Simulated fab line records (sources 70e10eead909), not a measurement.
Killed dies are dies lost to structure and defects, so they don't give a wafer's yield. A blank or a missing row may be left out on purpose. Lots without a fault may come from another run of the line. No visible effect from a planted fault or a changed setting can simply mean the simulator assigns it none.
Matching of chambers -- flow nand_harc -- 4 sister chambers for NHARC_A_CHANNEL_FILL_D1_ETCHBACK_20 on rie_diel-07
The step etches the open film in C4F8/O2/Ar, target depth 27 nm, time 13.5 s. 4 wafers are shown with their chamber, then 7 later ones without.

## EACH WAFER AND ITS CHAMBER
wafer,chamber,rf_vpp_V (V)
L079.5,3,975
L090.6,0,973
L094.1,2,979
L094.3,1,986

## WAFERS WITH NO CHAMBER GIVEN
wafer,rf_vpp_V (V)
L094.4,976
L095.3,985
L095.4,977
L095.6,977
L097.1,986
L097.2,977
L097.5,974

## EACH ONE'S CHAMBER
wafer,from the rows above,in truth
L094.4,can't be placed: 3 or 0 or 2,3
L095.3,1,1
L095.4,can't be placed: 2 or 3 or 0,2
L095.6,can't be placed: 2 or 3 or 0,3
L097.1,1,1
L097.2,can't be placed: 2 or 3 or 0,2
L097.5,can't be placed: 0 or 3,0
Correct placement for 2 of the 7. Can't be placed from these rows: 5 (the true chamber is among the candidates in 5). Number placed wrongly: 0.
How it was worked out, from the rows above alone: a wafer's distance from a chamber is the root of the sum, over the readings, of the square of ((its reading less the chamber's mean) divided by the reading's scatter). If the next closest chamber is less than 2 further off than the closest, the wafer can't be placed; otherwise it belongs to the closest. The mean given for a chamber averages the wafers shown for that chamber. The scatter: with one shown wafer a chamber, the root of the mean of the squares of how far each hidden wafer lies from its nearest shown one.
